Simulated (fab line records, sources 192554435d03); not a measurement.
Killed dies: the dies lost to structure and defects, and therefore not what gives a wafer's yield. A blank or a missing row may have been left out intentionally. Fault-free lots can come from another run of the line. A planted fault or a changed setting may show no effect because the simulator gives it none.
A single fault, viewed from 2 desks ; flow n5Finfet ; what lay behind the numbers comes last; until then each desk has only its own

## DESK OF THE TOOL OWNER: rieDiel-01
The tool's own readings at N5_BEOL_M8_TRENCH_ETCH_37 (etches SiCOH lowk in C4F6/O2, target depth 93.478 nm, time 31.2 s): means of the sampled wafers that have a number, for each lot that ran on this tool. If a lot's mean is further than 4 standard deviations from the usual mean, the lot is out of limits and carries the mark OUT (the distance appears in the brackets).
Columns: A = C4F6_flow_sccm at N5_BEOL_M8_TRENCH_ETCH_37, usual 9.997 sccm; B = O2_flow_sccm at N5_BEOL_M8_TRENCH_ETCH_37, usual 10.003 sccm; C = drypumpMotorCurrentA at N5_BEOL_M8_TRENCH_ETCH_37, usual 5.6 A; D = oesProductAu at N5_BEOL_M8_TRENCH_ETCH_37, usual 0.82 a.u.; E = rfVppV at N5_BEOL_M8_TRENCH_ETCH_37, usual 668 V; F = showerheadPlenumPTorr at N5_BEOL_M8_TRENCH_ETCH_37, usual 2.86 Torr; G = throttleValvePct at N5_BEOL_M8_TRENCH_ETCH_37, usual 20.89 %
lot;first seen here;A;B;C;D;E;F;G
L607;day 10 12:38;10.002;10.024;5.7;0.78;661;2.89;20.96
L615;day 11 06:37;9.992;9.998;5.2;0.78;679;2.91;20.94
L619;day 13 04:06;10.011;10.007;5.5;0.88;673;2.89;20.88
This desk found nothing out of limits on any of the 3 lots.

## METROLOGY DESK
What the gauges read, lot by lot, whatever tool the lot ran on: means of the sampled wafers that have a number. If a lot's mean is further than 4 standard deviations from the usual mean, the lot is out of limits and carries the mark OUT (the distance appears in the brackets). It has 12 readings, of which 7 appear: the earliest out of limits, and the ones furthest out on some lot.
Columns: A = DIBL_P at N5_BEOL_M4_RC_MEAS_101, usual 36.2 mV/V; B = IOFF_N at N5_BEOL_M4_RC_MEAS_101, usual 0.16 nA/um; C = IOFF_P at N5_BEOL_M4_RC_MEAS_101, usual 0.21 nA/um; D = ION_P at N5_BEOL_M4_RC_MEAS_101, usual 465 uA/um; E = SS_N at N5_BEOL_M4_RC_MEAS_101, usual 71.4 mV/dec; F = VT_P at N5_BEOL_M4_RC_MEAS_101, usual -251 mV; G = trenchDepthNm at N5_BEOL_M8_OCD_MEAS_38, usual 94.0 nm
lot;first seen here;A;B;C;D;E;F;G
L607;day 8 23:01;36.9;0.17;0.25;468;71.4;-247;94.0
L615;day 9 18:01;40.2;0.18;0.20;452;72.3;-258;93.8
L619;day 11 11:38;35.8;0.14;0.21;469;71.4;-250;92.9
L620;day 11 16:52;35.6;0.15;0.24;474;71.1;-245;0.1 (-78) OUT
L621;day 11 20:20;37.2;0.17;0.22;465;71.8;-250;0.1 (-78) OUT
L625;day 12 16:13;38.8;0.18;0.23;472;71.9;-249;93.4
L628;day 14 01:46;37.1;0.19;0.22;467;71.5;-249;94.3
L630;day 14 04:23;38.2;0.18;0.24;467;71.7;-251;94.0
L629;day 14 09:19;40.8;0.22;0.27;472;72.2;-248;93.8
This desk's finding: out of limits on L620, L621; first on L621, day 13 12:11 (trenchDepthNm at N5_BEOL_M8_OCD_MEAS_38). L607, L615, L619, L625, L628, L630, L629 stayed within limits.

## TAKEN TOGETHER
An alarm was possible from the metrology desk at day 13 12:11, on L620, L621.
The tool owner's desk saw nothing out of limits.
The tool owner's desk has no number on record for L620, L621.
The lots listed all ran N5_BEOL_M8_TRENCH_ETCH_37 on rieDiel-01.

## WHAT THE SIMULATOR HAD PUT IN
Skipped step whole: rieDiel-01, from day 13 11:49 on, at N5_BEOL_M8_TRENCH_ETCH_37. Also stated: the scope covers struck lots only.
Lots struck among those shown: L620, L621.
Hours from the fault's start to each desk's first reading out of limits: the metrology desk, 0.
